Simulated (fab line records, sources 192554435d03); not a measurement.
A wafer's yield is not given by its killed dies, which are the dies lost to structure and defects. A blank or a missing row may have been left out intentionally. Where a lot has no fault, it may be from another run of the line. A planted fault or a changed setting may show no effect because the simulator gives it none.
Chamber matching -- flow n5-finfet -- 4 sister chambers for N5_MOL_CONTACT_COAG_CMP_52 on cmp-02
The step polishes, stops on SiO2, t overpolish 1.5 s, target thk 66.5 nm. 8 wafers are shown with their chamber, then 8 later ones without.

WAFERS WITH THEIR CHAMBER
wafer,chamber,motor-current-A (A),overpolish-run-s (s)
L075.4,3,12.6,1.505
L077.6,1,10.8,1.497
L080.4,0,11.8,1.500
L080.5,2,12.6,1.509
L091.1,0,12.4,1.494
L091.4,1,10.8,1.497
L091.5,3,12.0,1.510
L094.1,2,13.0,1.493

WAFERS MISSING THEIR CHAMBER
wafer,motor-current-A (A),overpolish-run-s (s)
L094.2,12.3,1.500
L094.4,11.1,1.504
L095.4,12.4,1.495
L095.5,12.7,1.504
L095.6,11.0,1.498
L095.1,12.3,1.494
L095.2,12.8,1.500
L095.3,10.8,1.478

EACH ONE'S CHAMBER
wafer,from the rows above,in truth
L094.2,can't be placed: 0 or 3 or 2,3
L094.4,can't be placed: 1 or 0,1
L095.4,can't be placed: 0 or 2 or 3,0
L095.5,can't be placed: 2 or 3 or 0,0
L095.6,1,1
L095.1,can't be placed: 0 or 2 or 3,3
L095.2,can't be placed: 2 or 3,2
L095.3,can't be placed: 1 or 0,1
Correctly placed: 1 of 8. Not placeable from these rows: 7 (in 7, the candidates include the true chamber). 0 placed wrongly.
How it was worked out, from the rows above alone: a wafer's distance from a chamber is the root of the sum, over the readings, of the square of ((its reading less the chamber's mean) divided by the reading's scatter). The wafer belongs to the nearest chamber; if the next one is less than 2 further off, it can't be placed. The mean given for a chamber averages the wafers shown for that chamber. How the scatter is found: for the shown wafers, subtract from each reading the mean of its chamber, square and add these, divide the total by (wafers less chambers), then take the root.
